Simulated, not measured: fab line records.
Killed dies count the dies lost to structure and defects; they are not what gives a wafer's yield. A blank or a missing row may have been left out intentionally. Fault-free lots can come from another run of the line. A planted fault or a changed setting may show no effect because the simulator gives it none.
fab line records	flow n5-finfet
record lots=7	wafers=21	last-day=17
route steps=1938 shown BEOL_M5@1142 PASSIVATION@1936
lots that met no fault: from a run of the same line without faults
start-h: hours from the record's opening day to when the first of the lot's shown wafers began	wait-h: how many hours have passed since the lot's step before this one	" same as the row above	L1.1+2: a row that stands for several wafers	- no value, or no start was given	* or withheld: withheld	< > ~ a bound
route shown NAME@n: NAME is a module with steps in the file, n the number in the route of the first one	usual: the fault-free wafers' mean and standard deviation	same: alike in all rows	chamber/n: place in a boat	sites: readings site by site	_std_site: the standard deviation of these	_edge_site: inner sites' mean taken away from outer sites' mean	radius-mm: how far each site lies from the wafer's centre	mask NAME#n: copy n	behind: the last tool/chamber to shape the wafer	hold: cause of the lot's hold/its duration in hours/its outcome	device: whichever transistor did not switch (one of n, p or np)	end of line: the same wafers' tests at the end of the route	a step given without rows: its recipe and nothing more	killed: not the wafer's yield, but the dies lost to structure and defects at the first sort	map: shows each die of a wafer: x if killed, . if not, _ if none is there
set.NAME: setting as actually run; set.NAME@STEP: the setting as run at that earlier step	model.NAME: the simulator's own value behind a step, which no gauge read
certain route steps with their lots: each step a table, each wafer a row
services: when a tool's chamber went out of use (start-h, in hours from the record's first day, below 0 if earlier), for how many hours, and the reason
## steps
# step N5_BEOL_M5_COAT_22
# recipe resist=CAR-EUV	spin-rpm=1500	resist-thk-nm=30
# step N5_BEOL_M5_EBR_24
# recipe solvent=PGMEA	ebr-width-mm=1.5
# step N5_BEOL_M5_SOFTBAKE_23
# recipe temp-c=110	time-s=60	resist=CAR-EUV
# step N5_BEOL_M5_EXPOSE_25
# recipe mask-id=V4	na=0.33	source-shape=quasar	sigma-inner=0.2	sigma-outer=0.6	polarization=unpolarized	defocus-nm=10	dose-mj=52.75
# step N5_BEOL_M5_PEB_26
# recipe peb-temp-c=100	peb-time-s=60	resist=CAR-EUV
# step N5_BEOL_M5_DEVELOP_27
# recipe develop-time-s=30	developer=TMAH	resist=CAR-EUV	rinse-liquid=surfactant-rinse	dry=air-spin	dev-temp-c=23
# step N5_BEOL_M5_CD_MEAS_28
# recipe target-cd-nm=30.6	landing-energy-ev=500	detector=se-inlens	target-cd-y-nm=20	polarity=opening
# usual cd-nm=30.63/0.26
lot.wafer	tool	chamber	start-h	wait-h	cd-nm
L486.1	cd-sem-01	0	203.24	-	30.97
L486.3	"	0	"	"	30.56
L486.4	"	0	"	"	31.25
L487.2	cd-sem-03	0	255.31	-	30.79
L487.5	"	0	"	"	30.35
L487.6	"	0	"	"	30.76
L493.3	cd-sem-01	0	273.11	-	30.96
L493.4	"	0	"	"	30.54
L493.5	"	0	"	"	31.07
L495.1	cd-sem-01	0	276.41	-	30.34
L495.3	"	0	"	"	30.76
L495.6	"	0	"	"	30.41
L494.2	cd-sem-02	0	283.45	-	30.50
L494.3	"	0	"	"	30.49
L494.4	"	0	"	"	30.62
L499.2	cd-sem-01	0	299.41	-	30.33
L499.3	"	0	"	"	31.05
L499.5	"	0	"	"	30.83
L497.1	cd-sem-01	0	300.98	-	30.48
L497.2	"	0	"	"	30.65
L497.4	"	0	"	"	30.87
# step N5_BEOL_M5_OVL_MEAS_29
# recipe points-per-wafer=522
# usual V4_OVL=-0.2/0.69
lot.wafer	tool	chamber	start-h	wait-h	V4_OVL[nm]
L486.1	overlay-01	0	203.27	0.0	-0.3
L486.3	"	0	"	"	-0.6
L486.4	"	0	"	"	0.1
L487.2	overlay-02	0	255.34	0.0	-0.1
L487.5	"	0	"	"	-0.5
L487.6	"	0	"	"	0.7
L493.3	overlay-02	0	273.15	0.0	-0.3
L493.4	"	0	"	"	-0.6
L493.5	"	0	"	"	-0.5
L495.1	overlay-01	0	276.44	0.0	-0.4
L495.3	"	0	"	"	-0.8
L495.6	"	0	"	"	-1.4
L494.2	overlay-02	0	283.48	0.0	0.5
L494.3	"	0	"	"	-0.2
L494.4	"	0	"	"	0.5
L499.2	overlay-01	0	299.44	0.0	1.2
L499.3	"	0	"	"	0.7
L499.5	"	0	"	"	-0.3
L497.1	overlay-01	0	301.01	0.0	-0.1
L497.2	"	0	"	"	-0.7
L497.4	"	0	"	"	-0.6
# step N5_BEOL_M5_INSPECT_30
# recipe mode=adi	inspect-instrument=brightfield
# usual raw-defect-count=427/87
lot.wafer	tool	chamber	start-h	wait-h	raw-defect-count
L486.1	defect-inspect-02	-	203.32	0.1	395
L486.3	"	-	"	"	491
L486.4	"	-	"	"	333
L487.2	defect-inspect-02	-	255.40	0.0	361
L487.5	"	-	"	"	431
L487.6	"	-	"	"	504
L493.3	defect-inspect-01	-	273.19	0.0	352
L493.4	"	-	"	"	283
L493.5	"	-	"	"	382
L495.1	defect-inspect-01	-	276.50	0.1	377
L495.3	"	-	"	"	370
L495.6	"	-	"	"	381
L494.2	defect-inspect-02	-	283.54	0.0	375
L494.3	"	-	"	"	363
L494.4	"	-	"	"	479
L499.2	defect-inspect-02	-	299.49	0.0	440
L499.3	"	-	"	"	377
L499.5	"	-	"	"	386
L497.1	defect-inspect-01	-	301.07	0.1	338
L497.2	"	-	"	"	332
L497.4	"	-	"	"	384
# step N5_BEOL_M5_DESCUM_33
# recipe chemistry=O2	time-s=7	source-power-w=50	bias-power-w=20	pressure-mtorr=20	rf-frequency-hz=2.712e+07	temp-c=40	resist=CAR-EUV	o2-flow-sccm=225
# usual drypump-motor-current-A=5.4/0.33	oes-product-au=0.82/0.092	rf-vpp-V=242.9/1.3	showerhead-plenum-p-Torr=2.08/0.068	throttle-valve-pct=20.39/0.2
lot.wafer	tool	chamber	start-h	wait-h	drypump-motor-current-A	oes-product-au	rf-hours-counter-h	rf-vpp-V	showerhead-plenum-p-Torr	throttle-valve-pct
L486.1	rie-diel-04	0	203.38	0.1	5.1	0.96	7	242.2	2.05	20.51
L486.3	"	2	"	"	5.9	1.01	0	245.2	2.24	20.42
L486.4	"	3	"	"	5.6	0.86	63	242.4	2.04	20.11
L487.2	rie-diel-02	0	255.86	0.5	5.4	0.77	126	241.9	2.02	20.44
L487.5	"	0	"	"	5.4	0.77	-	241.5	2.02	20.45
L487.6	"	3	"	"	5.2	0.69	-	242.8	2.06	20.25
L493.3	rie-diel-04	2	273.23	0.0	5.8	0.93	15	244.4	2.23	20.45
L493.4	"	0	"	"	5.1	0.91	28	242.0	2.04	20.55
L493.5	"	0	"	"	5.1	0.91	-	242.2	2.04	20.54
L495.1	rie-diel-04	1	276.90	0.4	5.1	0.73	167	242.9	2.09	20.23
L495.3	"	2	"	"	5.8	0.92	16	245.5	2.23	20.44
L495.6	"	2	"	"	5.8	0.93	-	244.4	2.23	20.45
L494.2	rie-diel-04	0	283.61	0.1	5.1	0.90	31	242.9	2.04	20.56
L494.3	"	3	"	"	5.6	0.83	87	242.6	2.03	20.14
L494.4	"	1	"	"	5.2	0.74	169	243.6	2.09	20.25
L499.2	rie-diel-06	0	299.53	0.0	5.3	0.72	187	243.5	2.08	20.89
L499.3	"	2	"	"	5.4	0.91	18	245.3	2.23	20.40
L499.5	"	0	"	"	5.3	0.73	-	241.5	2.08	20.89
L497.1	rie-diel-02	2	301.10	0.0	6.1	0.71	198	241.7	2.07	20.51
L497.2	"	1	"	"	5.9	0.93	11	244.9	2.13	20.03
L497.4	"	3	"	"	5.2	0.68	243	242.2	2.05	20.26
# step N5_BEOL_M5_ETCH_75
# recipe chemistry=N2/H2	target=underlayer	target-depth-a=65	mask-material=CAR-EUV	time-s=5.2	ion-energy-ev=200	pressure-mtorr=30	source-w=840	bias-w=150	n2-flow-sccm=200	h2-flow-sccm=200	ends=cleared
# usual drypump-motor-current-A=5.4/0.33	etch-rf-on-time-s=5.14/0.087	oes-product-au=0.70/0.077	rf-vpp-V=523.5/2.6	showerhead-plenum-p-Torr=2.53/0.084	throttle-valve-pct=17.82/0.2
lot.wafer	tool	chamber	start-h	wait-h	drypump-motor-current-A	etch-rf-on-time-s	oes-product-au	rf-hours-counter-h	rf-vpp-V	showerhead-plenum-p-Torr	throttle-valve-pct
L486.1	rie-diel-04	0	203.41	0.0	5.1	5.11	0.82	7	523.4	2.49	17.94
L486.3	"	2	"	"	5.8	5.04	0.85	0	527.4	2.72	17.92
L486.4	"	3	"	"	5.6	5.09	0.74	63	520.5	2.47	17.49
L487.2	rie-diel-02	0	255.90	0.0	5.4	5.03	0.66	126	521.8	2.45	17.90
L487.5	"	0	"	"	5.4	5.04	0.66	-	521.5	2.45	17.94
L487.6	"	3	"	"	5.2	5.22	0.59	-	523.0	2.51	17.78
L493.3	rie-diel-04	2	273.26	0.0	5.8	5.16	0.79	15	526.8	2.71	17.91
L493.4	"	0	"	"	5.1	5.07	0.78	28	522.4	2.48	17.98
L493.5	"	0	"	"	5.1	5.09	0.78	-	522.2	2.48	17.98
L495.1	rie-diel-04	1	276.93	0.0	5.2	5.11	0.63	167	523.8	2.54	17.63
L495.3	"	2	"	"	5.8	5.01	0.79	16	527.5	2.71	17.94
L495.6	"	2	"	"	5.8	5.08	0.79	-	530.4	2.71	17.91
L494.2	rie-diel-04	0	283.64	0.0	5.1	5.08	0.76	31	524.5	2.48	17.99
L494.3	"	3	"	"	5.6	5.11	0.72	88	523.1	2.46	17.53
L494.4	"	1	"	"	5.2	5.08	0.63	169	523.0	2.54	17.65
L499.2	rie-diel-06	0	299.56	0.0	5.2	5.21	0.62	187	522.4	2.52	18.18
L499.3	"	2	"	"	5.4	5.16	0.79	18	529.4	2.71	17.78
L499.5	"	0	"	"	5.3	5.28	0.62	-	522.2	2.52	18.16
L497.1	rie-diel-02	2	301.14	0.0	6.0	5.31	0.60	198	521.4	2.52	18.00
L497.2	"	1	"	"	5.8	5.11	0.80	11	524.8	2.61	17.53
L497.4	"	3	"	"	5.2	5.39	0.57	243	523.6	2.50	17.82
# step N5_BEOL_M5_ETCH_67
# recipe chemistry=CF4	target=SiARC	target-depth-a=156	mask-material=CAR-EUV	time-s=26	ion-energy-ev=80	pressure-mtorr=40	source-w=545	bias-w=36	Ar_flow_sccm=100	cf4-flow-sccm=100	ends=cleared
# usual drypump-motor-current-A=5.4/0.32	etch-rf-on-time-s=25.7/0.44	oes-product-au=0.70/0.079	rf-vpp-V=183.9/1.2	showerhead-plenum-p-Torr=2.13/0.067	throttle-valve-pct=15.54/0.2
lot.wafer	tool	chamber	start-h	wait-h	drypump-motor-current-A	etch-rf-on-time-s	oes-product-au	rf-hours-counter-h	rf-vpp-V	showerhead-plenum-p-Torr	throttle-valve-pct
L486.1	rie-diel-04	0	203.43	0.0	5.1	25.4	0.82	7	184.4	2.10	15.59
L486.3	"	2	"	"	5.8	25.4	0.86	0	188.0	2.28	15.55
L486.4	"	3	"	"	5.6	25.3	0.74	63	183.1	2.09	15.24
L487.2	rie-diel-02	0	255.91	0.0	5.4	25.3	0.67	126	183.5	2.07	15.58
L487.5	"	0	"	"	5.4	25.5	0.67	-	181.9	2.07	15.60
L487.6	"	3	"	"	5.2	26.4	0.60	-	184.8	2.11	15.52
L493.3	rie-diel-04	2	273.28	0.0	5.8	25.1	0.81	15	185.6	2.28	15.58
L493.4	"	0	"	"	5.2	25.2	0.78	28	181.7	2.09	15.61
L493.5	"	0	"	"	5.1	25.2	0.78	-	182.6	2.09	15.62
L495.1	rie-diel-04	1	276.95	0.0	5.1	25.5	0.63	167	183.5	2.14	15.40
L495.3	"	2	"	"	5.8	25.3	0.80	16	185.0	2.28	15.58
L495.6	"	2	"	"	5.8	25.4	0.80	-	185.1	2.28	15.58
L494.2	rie-diel-04	0	283.66	0.0	5.1	25.5	0.78	31	183.5	2.09	15.64
L494.3	"	3	"	"	5.6	25.6	0.72	88	183.2	2.08	15.29
L494.4	"	1	"	"	5.2	25.6	0.63	169	186.2	2.14	15.40
L499.2	rie-diel-06	0	299.58	0.0	5.2	26.3	0.62	187	182.8	2.13	16.05
L499.3	"	2	"	"	5.4	25.8	0.78	18	185.3	2.27	15.49
L499.5	"	0	"	"	5.3	26.1	0.62	-	184.0	2.13	16.04
L497.1	rie-diel-02	2	301.15	0.0	6.0	26.3	0.62	198	183.7	2.13	15.78
L497.2	"	1	"	"	5.8	25.4	0.80	11	185.8	2.19	15.24
L497.4	"	3	"	"	5.2	26.7	0.58	243	183.6	2.11	15.56
# step N5_BEOL_M5_ETCH_68
# recipe chemistry=N2/H2	target=SOC	target-depth-a=800	overetch-a=160	mask-material=SiARC	temp-c=40	time-s=120	ion-energy-ev=200	pressure-mtorr=30	source-w=840	bias-w=150	n2-flow-sccm=200	h2-flow-sccm=200
# usual drypump-motor-current-A=5.4/0.33	oes-product-au=0.62/0.067	rf-vpp-V=523.5/2.5	run-length-s=143.1/0.55	showerhead-plenum-p-Torr=2.53/0.084	throttle-valve-pct=17.78/0.2
lot.wafer	tool	chamber	start-h	wait-h	drypump-motor-current-A	oes-product-au	rf-hours-counter-h	rf-vpp-V	run-length-s	showerhead-plenum-p-Torr	throttle-valve-pct	model.SiARC_of_BEOL_M5_COAT_66.thk-nm
L486.1	rie-diel-04	0	203.46	0.0	5.1	0.73	7	523.5	143.1	2.49	17.89	6.4
L486.3	"	2	"	"	5.8	0.76	0	528.8	143.0	2.72	17.85	6.2
L486.4	"	3	"	"	5.6	0.66	63	521.7	143.6	2.47	17.45	6.2
L487.2	rie-diel-02	0	255.94	0.0	5.4	0.59	126	520.9	142.4	2.45	17.87	6.2
L487.5	"	0	"	"	5.4	0.59	-	521.3	142.6	2.45	17.86	6.4
L487.6	"	3	"	"	5.2	0.54	-	521.6	143.9	2.51	17.74	6.6
L493.3	rie-diel-04	2	273.31	0.0	5.8	0.69	15	528.5	149.5	2.71	17.88	5.8
L493.4	"	0	"	"	5.1	0.68	28	521.1	142.9	2.48	17.93	6.4
L493.5	"	0	"	"	5.1	0.69	-	523.1	143.4	2.48	17.93	6.4
L495.1	rie-diel-04	1	276.98	0.0	5.2	0.55	167	523.4	142.4	2.54	17.61	6.4
L495.3	"	2	"	"	5.9	0.69	16	527.8	149.4	2.71	17.87	5.8
L495.6	"	2	"	"	5.9	0.71	-	528.1	143.7	2.71	17.90	6.2
L494.2	rie-diel-04	0	283.69	0.0	5.1	0.66	32	521.3	149.4	2.48	17.92	6
L494.3	"	3	"	"	5.6	0.62	88	521.1	151.0	2.46	17.46	6.2
L494.4	"	1	"	"	5.2	0.55	169	524.4	142.9	2.54	17.61	6.4
L499.2	rie-diel-06	0	299.61	0.0	5.3	0.55	187	522.5	142.5	2.52	18.15	6.4
L499.3	"	2	"	"	5.3	0.70	18	529.4	144.0	2.71	17.75	6.2
L499.5	"	0	"	"	5.3	0.56	-	524.2	142.8	2.52	18.14	6.4
L497.1	rie-diel-02	2	301.18	0.0	6.0	0.55	198	522.8	142.4	2.52	17.96	6.6
L497.2	"	1	"	"	5.9	0.70	11	526.2	143.8	2.61	17.48	6.2
L497.4	"	3	"	"	5.2	0.53	243	522.7	143.7	2.50	17.78	6.6
# step N5_BEOL_M5_STRIP_69
# recipe chemistry=N2/H2	temp-c=40	n2-flow-sccm=200	h2-flow-sccm=200	rf-frequency-hz=6e+07
# step N5_PASSIVATION_PROBE_49
# usual defect-limited-yield=91.2/1.2	killed_at_M0_to_M3=34/9.9	killed_at_M4_up=14/5.7	killed-at-contacts=13/6.3	killed-at-front-end=39/9.9	killed-at-other=3.7/2.8	killed-dies=104/15	killed-open=68/12	killed-short=34/6.7	sort_bin_5_function=5.2/0.9	sort_bin_6_memory=3.3/0.57	sort-n-pass=1076/15	sort-yield-pct=91.2/1.2
# same gross-dies=1180	killed-at-back-side=0	sort_bin_4_leakage[%]=0	sort_bin_8_speed[%]=0
lot.wafer	tool	chamber	start-h	wait-h	defect-limited-yield[%]	killed_at_M0_to_M3	killed_at_M4_up	killed-at-contacts	killed-at-front-end	killed-at-other	killed-dies	killed-open	killed-short	sort_bin_5_function[%]	sort_bin_6_memory[%]	sort-n-pass	sort-yield-pct[%]
L495.6	prober-01	-	381.73	0.3	88.7	42	26	10	53	2	133	101	30	6.9	4.2	1047	88.7
L494.3	prober-02	-	384.68	0.1	90.9	51	14	2	40	0	107	65	41	5.4	3.3	1073	90.9
L499.3	prober-01	-	405.26	0.1	91.0	42	21	7	32	4	106	71	33	5.1	3.7	1074	91.0
L497.1	prober-01	-	410.58	0.0	90.7	29	11	28	40	2	110	80	30	6.5	2.5	1070	90.7
L497.2	prober-01	-	410.63	0.1	92.3	19	9	12	38	13	91	54	37	4.3	3.1	1089	92.3
L497.4	prober-01	-	410.73	0.2	91.9	23	11	17	41	4	96	65	30	3.5	4.2	1084	91.9
# killed by level:class
L495.6 STI_FIN_REVEAL:geometric-particle:open=27 BEOL_M4:geometric-particle:open=20 BEOL_M1:geometric-particle:open=10 MOL_CONTACT_COAG:geometric-particle:open=10 BEOL_M3:geometric-particle:open=7 BEOL_M0:geometric-particle:open=6 BEOL_M2:geometric-particle:open=5 STARTING-WAFER:geometric-particle:short=5
L494.3 BEOL_M2:geometric-particle:open=15 FIN_SAQP:geometric-particle:open=10 STI_FIN_REVEAL:geometric-particle:open=7 BEOL_M3:geometric-particle:open=7 BEOL_M3:geometric-particle:short=7 GATE_CUT:geometric-particle:short=5 FIN_SAQP:geometric-particle:short=4 BEOL_M0_SAQP:geometric-particle:short=4
L499.3 BEOL_M2:geometric-particle:open=11 BEOL_M4:geometric-particle:open=10 BEOL_M3:geometric-particle:open=9 FIN_SAQP:geometric-particle:open=7 BEOL_M0_SAQP:geometric-particle:short=6 BEOL_M1:geometric-particle:open=5 GATE_CUT:geometric-particle:short=5 MOL_CONTACT_COAG:geometric-particle:open=5
L497.1 MOL_CONTACT_COAG:geometric-particle:open=26 STI_FIN_REVEAL:geometric-particle:open=13 BEOL_M1:geometric-particle:open=9 BEOL_M0_SAQP:geometric-particle:short=7 DUMMY_GATE:geometric-particle:open=5 GATE_CUT:geometric-particle:short=5 STI_FIN_REVEAL:geometric-particle:short=4 BEOL_M0_SAQP:geometric-particle:open=4
L497.2 FIN_SAQP:geometric-particle:short=16 MOL_CONTACT_COAG:geometric-particle:open=9 FIN_SAQP:geometric-particle:open=5 STI_FIN_REVEAL:geometric-particle:open=5 BEOL_M1:geometric-particle:open=5 BEOL_M2:geometric-particle:open=5 PAD_METAL:geometric-particle:open=5 PAD_METAL:geometric-particle:short=5
L497.4 STI_FIN_REVEAL:geometric-particle:open=16 MOL_CONTACT_COAG:geometric-particle:open=12 BEOL_M1:geometric-particle:open=7 FIN_SAQP:geometric-particle:open=5 MOL_CONTACT_COAG:geometric-particle:short=5 DUMMY_GATE:geometric-particle:short=4 BEOL_M3:geometric-particle:open=4 BEOL_M3:geometric-particle:short=4
## services
tool	chamber	start-h	hours	kind
rie-diel-04	2	180.35	-	clean
rie-diel-04	2	180.35	-	consumable-replace:focus-ring
rie-diel-04	2	180.35	-	consumable-replace:showerhead
rie-diel-04	2	180.35	21.4	scheduled-down
rie-diel-04	2	180.35	21.4	vent-cycle
rie-diel-02	0	191.13	3.1	repair
rie-diel-02	2	193.27	4.3	repair
rie-diel-06	1	198.84	10.4	repair
rie-diel-06	2	209.57	-	clean
rie-diel-06	2	209.57	-	consumable-replace:focus-ring
rie-diel-06	2	209.57	-	consumable-replace:showerhead
rie-diel-06	2	209.57	24.3	scheduled-down
rie-diel-06	2	209.57	24.3	vent-cycle
rie-diel-04	2	219.67	1.4	repair
rie-diel-04	2	236.89	15.1	repair
rie-diel-02	1	242.96	-	clean
rie-diel-02	1	242.96	-	consumable-replace:focus-ring
rie-diel-02	1	242.96	20.4	scheduled-down
rie-diel-02	1	242.96	20.4	vent-cycle
rie-diel-06	2	250.86	1.7	repair
rie-diel-02	-	260.37	0.3	repair
rie-diel-06	2	282.66	7.5	repair
## key
first-sign step=N5_BEOL_M5_ETCH_68	reading=run-length-s	direction=up	sigmas=12	usual=*	struck=*
effect none on later readings
model-effect step=N5_BEOL_M5_ETCH_68	value=SiARC_of_BEOL_M5_COAT_66.thk-nm	without=6.3	struck=5.95
met-at N5_BEOL_M5_ETCH_68
struck-wafers L493.3,L494.2,L494.3,L495.3
onset-between 203.46 273.31
fault kind=process-parameter-drift	tool=rie-diel-04	chamber=-	onset-h=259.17	steps=N5_BEOL_M5_ETCH_68	channel=time-s	offset=*	shape=step	end-h=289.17	scope=struck-wafers-only	acts-in=*	stated=*
